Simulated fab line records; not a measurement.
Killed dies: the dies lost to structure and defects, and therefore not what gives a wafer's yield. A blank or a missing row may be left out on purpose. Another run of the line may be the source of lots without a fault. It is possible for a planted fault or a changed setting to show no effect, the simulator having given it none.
One fault seen from 3 desks | flow n5Finfet | only its own numbers are on each desk; what lay behind them is given at the end

== THE DEFECT DESK ==
Lot by lot, what the route's inspections counted, given as the mean of those sampled wafers with a number. If a lot's mean is further than 4 standard deviations from the usual mean, the lot is out of limits and carries the mark OUT (the distance appears in the brackets).
Columns: A = rawDefectCount at N5_BEOL_M1_INSPECT_30, usual 412
lot  | first seen here | A
L330 | day 6 05:40     | 340
L345 | day 10 03:53    | 362
L346 | day 10 13:26    | 296
L347 | day 11 04:17    | 321
L350 | day 11 10:49    | 446
L351 | day 11 20:32    | 334
This desk found nothing out of limits on any of the 6 lots.

== THE METROLOGY DESK ==
What the gauges read, lot by lot, whatever tool the lot ran on: means of the sampled wafers that have a number. If a lot's mean is further than 4 standard deviations from the usual mean, the lot is out of limits and carries the mark OUT (the distance appears in the brackets). Readings shown: 7 of its 12, picked as those furthest out on some lot.
Columns: A = cdNm at N5_BEOL_M1_CD_MEAS_28, usual 24.08 nm; B = V0_OVL at N5_BEOL_M1_OVL_MEAS_29, usual -0.5 nm; C = DIBL_N at N5_BEOL_M4_RC_MEAS_101, usual 36.2 mV/V; D = DIBL_P at N5_BEOL_M4_RC_MEAS_101, usual 36.5 mV/V; E = ION_P at N5_BEOL_M4_RC_MEAS_101, usual 464 uA/um; F = SS_P at N5_BEOL_M4_RC_MEAS_101, usual 73.4 mV/dec; G = VT_P at N5_BEOL_M4_RC_MEAS_101, usual -250 mV
lot  | first seen here | A     | B    | C    | D    | E   | F    | G
L330 | day 6 05:34     | 24.11 | -0.2 | 36.8 | 37.3 | 470 | 73.6 | -248
L345 | day 10 03:49    | 24.15 | -1.1 | 36.3 | 35.9 | 464 | 72.8 | -252
L346 | day 10 13:21    | 24.15 | 0.3  | 35.0 | 36.0 | 460 | 73.1 | -253
L347 | day 11 04:12    | 23.85 | -0.1 | 36.8 | 37.2 | 472 | 73.5 | -247
L350 | day 11 10:43    | 24.22 | -0.4 | 36.0 | 35.9 | 454 | 72.4 | -251
L351 | day 11 20:26    | 24.12 | -0.2 | 34.1 | 34.7 | 470 | 73.2 | -245
This desk found nothing out of limits on any of the 6 lots.

== THE TOOL OWNER'S DESK: rieDiel-06 ==
The tool's own readings at N5_BEOL_M1_DESCUM_33 (chemistry O2, time 7 s): means of the sampled wafers that have a number, for each lot that ran on this tool. If a lot's mean is further than 4 standard deviations from the usual mean, the lot is out of limits and carries the mark OUT (the distance appears in the brackets).
Columns: A = drypumpMotorCurrentA at N5_BEOL_M1_DESCUM_33, usual 5.6 A; B = oesProductAu at N5_BEOL_M1_DESCUM_33, usual 0.78 a.u.; C = rfFwdPowerW at N5_BEOL_M1_DESCUM_33, usual 49.36 W; D = rfVppV at N5_BEOL_M1_DESCUM_33, usual 243.2 V; E = showerheadPlenumPTorr at N5_BEOL_M1_DESCUM_33, usual 2.10 Torr; F = throttleValvePct at N5_BEOL_M1_DESCUM_33, usual 20.42 %
lot  | first seen here | A   | B    | C     | D     | E    | F
L330 | day 6 05:49     | 5.0 | 0.88 | 49.39 | 244.2 | 2.07 | 20.12
L345 | day 10 03:56    | 5.7 | 0.81 | 49.36 | 242.7 | 2.08 | 20.31
L346 | day 10 13:29    | 5.7 | 0.80 | 49.46 | 242.9 | 2.08 | 20.30
This desk found nothing out of limits on any of the 3 lots.

== BROUGHT TOGETHER ==
No out-of-limits result turned up at the defect desk.
Nothing out of limits was seen by the metrology desk.
Nothing out of limits was seen by the tool owner's desk.

== WHAT THE SIMULATOR PUT IN ==
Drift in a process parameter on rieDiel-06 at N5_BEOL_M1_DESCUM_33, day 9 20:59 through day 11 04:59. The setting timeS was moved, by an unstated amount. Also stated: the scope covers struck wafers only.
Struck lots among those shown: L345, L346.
